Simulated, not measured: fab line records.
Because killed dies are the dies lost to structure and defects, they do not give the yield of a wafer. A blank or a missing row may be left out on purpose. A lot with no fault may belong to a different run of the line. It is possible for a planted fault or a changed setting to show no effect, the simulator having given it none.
Matching of chambers | flow n5-finfet | N5_BEOL_M4_ALD_98 on ald-sin-03 has 4 sister chambers
The step deposits SiO2, target thk 2.5 nm, pulse time 1 s, co reactant pulse time 1 s. 7 wafers are shown with their chamber, then 11 later ones without.

EACH WAFER AND ITS CHAMBER
wafer  | chamber | heater-power-w (W) | precursor-pulse-height-rel
L077.2 | 2       | 77                 | 1.008
L084.1 | 3       | 73                 | 1.014
L084.2 | 1       | 81                 | 1.007
L091.1 | 0       | 70                 | 1.002
L091.4 | 3       | 70                 | 1.002
L091.5 | 0       | 70                 | 1.004
L092.1 | 1       | 81                 | 0.995

WAFERS WHOSE CHAMBER IS MISSING
wafer  | heater-power-w (W) | precursor-pulse-height-rel
L092.2 | 70                 | 0.990
L092.3 | 72                 | 1.011
L092.4 | 80                 | 0.994
L092.5 | 69                 | 1.003
L092.6 | 73                 | 1.006
L093.1 | 68                 | 1.011
L093.3 | 77                 | 1.001
L093.4 | 73                 | 1.002
L095.2 | 74                 | 1.010
L095.3 | 78                 | 0.988
L095.5 | 78                 | 0.992

EACH ONE'S CHAMBER
wafer  | from the rows above          | in truth
L092.2 | can't be placed: 0 or 3      | 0
L092.3 | can't be placed: 3 or 0      | 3
L092.4 | can't be placed: 1 or 2      | 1
L092.5 | can't be placed: 0 or 3      | 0
L092.6 | can't be placed: 3 or 0      | 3
L093.1 | can't be placed: 0 or 3      | 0
L093.3 | 2                            | 2
L093.4 | can't be placed: 3 or 0 or 2 | 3
L095.2 | can't be placed: 3 or 2 or 0 | 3
L095.3 | can't be placed: 2 or 1      | 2
L095.5 | can't be placed: 2 or 1      | 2
1 of 11 placed correctly. These rows do not allow placing 10 (true chamber among the candidates in 10). Wrongly placed: 0.
How it was worked out, from the rows above alone: a wafer's distance from a chamber is the root of the sum, over the readings, of the square of ((its reading less the chamber's mean) divided by the reading's scatter). If the next closest chamber is less than 2 further off than the closest, the wafer can't be placed; otherwise it belongs to the closest. For every chamber, the mean is computed from those of its wafers that are shown. The scatter: the root of (the sum of the squares of (reading less its chamber's mean) over the shown wafers, divided by (wafers less chambers)).
